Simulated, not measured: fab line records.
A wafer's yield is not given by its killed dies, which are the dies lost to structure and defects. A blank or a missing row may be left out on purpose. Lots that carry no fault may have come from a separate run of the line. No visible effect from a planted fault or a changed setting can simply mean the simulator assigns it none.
Chamber matching	flow nand_harc	NHARC_A_STAIRCASE_DEP_259 on pecvd-01: 3 sister chambers
The step deposits SiON, target thk 30 nm. 3 wafers are shown with their chamber, then 9 later ones without.

WAFERS, EACH WITH ITS CHAMBER
wafer	chamber	heater_power_w (W)
L080.5	2	619
L082.3	1	745
L082.5	0	731

WAFERS MISSING THEIR CHAMBER
wafer	heater_power_w (W)
L083.1	793
L083.2	669
L083.5	785
L087.1	734
L087.5	713
L087.6	740
L096.1	808
L096.3	668
L096.4	826

WHICH CHAMBER EACH WENT THROUGH
wafer	from the rows above	in truth
L083.1	can't be placed: 1 or 0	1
L083.2	can't be placed: 2 or 0 or 1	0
L083.5	can't be placed: 1 or 0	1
L087.1	can't be placed: 0 or 1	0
L087.5	can't be placed: 0 or 1 or 2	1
L087.6	can't be placed: 1 or 0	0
L096.1	can't be placed: 1 or 0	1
L096.3	can't be placed: 2 or 0 or 1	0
L096.4	can't be placed: 1 or 0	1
Correctly placed: 0 of 9. These rows do not allow placing 9 (true chamber among the candidates in 9). Wrongly placed: 0.
How it was worked out, from the rows above alone: a wafer's distance from a chamber is the root of the sum, over the readings, of the square of ((its reading less the chamber's mean) divided by the reading's scatter). The wafer belongs to the nearest chamber; if the next one is less than 2 further off, it can't be placed. For every chamber, the mean is computed from those of its wafers that are shown. The scatter (one wafer shown for each chamber): square how far every hidden wafer sits from the nearest shown wafer, average those squares and take the square root.
